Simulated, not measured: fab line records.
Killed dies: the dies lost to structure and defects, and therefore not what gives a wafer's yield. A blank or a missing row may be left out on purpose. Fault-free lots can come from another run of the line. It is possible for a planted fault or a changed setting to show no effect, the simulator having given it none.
Matching of chambers    flow nandHarc    NHARC_P_GATE_DESCUM_48 on rieDiel-11: 4 sister chambers
The step chemistry O2, time 3 s. 16 wafers are shown with their chamber, then 8 later ones without.

WAFERS WITH THEIR CHAMBER
wafer   chamber  showerheadPlenumPTorr (Torr)  drypumpMotorCurrentA (A)  rfVppV (V)
L303.1  1        1.89                          5.78                      58.1
L303.4  0        2.04                          5.44                      58.5
L303.5  1        1.89                          5.78                      56.6
L307.3  0        2.04                          5.44                      59.7
L307.5  3        2.01                          5.81                      57.8
L307.6  0        2.04                          5.42                      58.4
L308.1  1        1.88                          5.83                      57.1
L308.2  0        2.04                          5.42                      58.1
L308.5  3        2.01                          5.78                      58.1
L309.2  0        2.03                          5.44                      58.9
L309.3  2        1.86                          5.58                      56.5
L309.4  1        1.88                          5.78                      58.8
L310.2  2        1.86                          5.61                      55.3
L310.4  3        2.00                          5.87                      58.6
L310.5  3        2.00                          5.84                      58.4
L319.1  1        1.88                          5.80                      56.9

SIGNATURES (averages over the wafers above)
reading                chamber 0  chamber 1  chamber 2  chamber 3  scatter within a chamber
showerheadPlenumPTorr  2.0380     1.8840     1.8600     2.0050     0.005
drypumpMotorCurrentA   5.4320     5.7940     5.5950     5.8250     0.0247
rfVppV                 58.720     57.500     55.900     58.225     0.707
Rule: for a wafer and a chamber, the distance is found by dividing, reading by reading, the gap between the wafer's reading and the chamber's mean by the reading's scatter, squaring, summing and taking the root. The wafer belongs to the nearest chamber; if the next one is less than 2 further off, it can't be placed. The scatter: take each reading less its chamber's mean, square it, sum over the shown wafers, divide by the number of wafers less the number of chambers, and take the root.

WAFERS WHOSE CHAMBER IS MISSING
wafer   showerheadPlenumPTorr (Torr)  drypumpMotorCurrentA (A)  rfVppV (V)
L319.3  1.86                          5.59                      57.3
L319.4  2.03                          5.46                      60.0
L320.2  1.88                          5.81                      59.3
L320.4  2.03                          5.45                      58.7
L320.5  1.86                          5.61                      56.8
L324.2  2.00                          5.84                      57.2
L324.3  2.02                          5.42                      58.7
L324.5  1.85                          5.59                      58.3

THE CHAMBER EACH PASSED THROUGH
wafer   from the rows above  in truth
L319.3  2                    2
L319.4  0                    0
L320.2  1                    1
L320.4  0                    0
L320.5  2                    2
L324.2  3                    3
L324.3  0                    0
L324.5  2                    2
Correctly placed: 8 of 8. Number that these rows cannot place: 0. 0 placed wrongly.
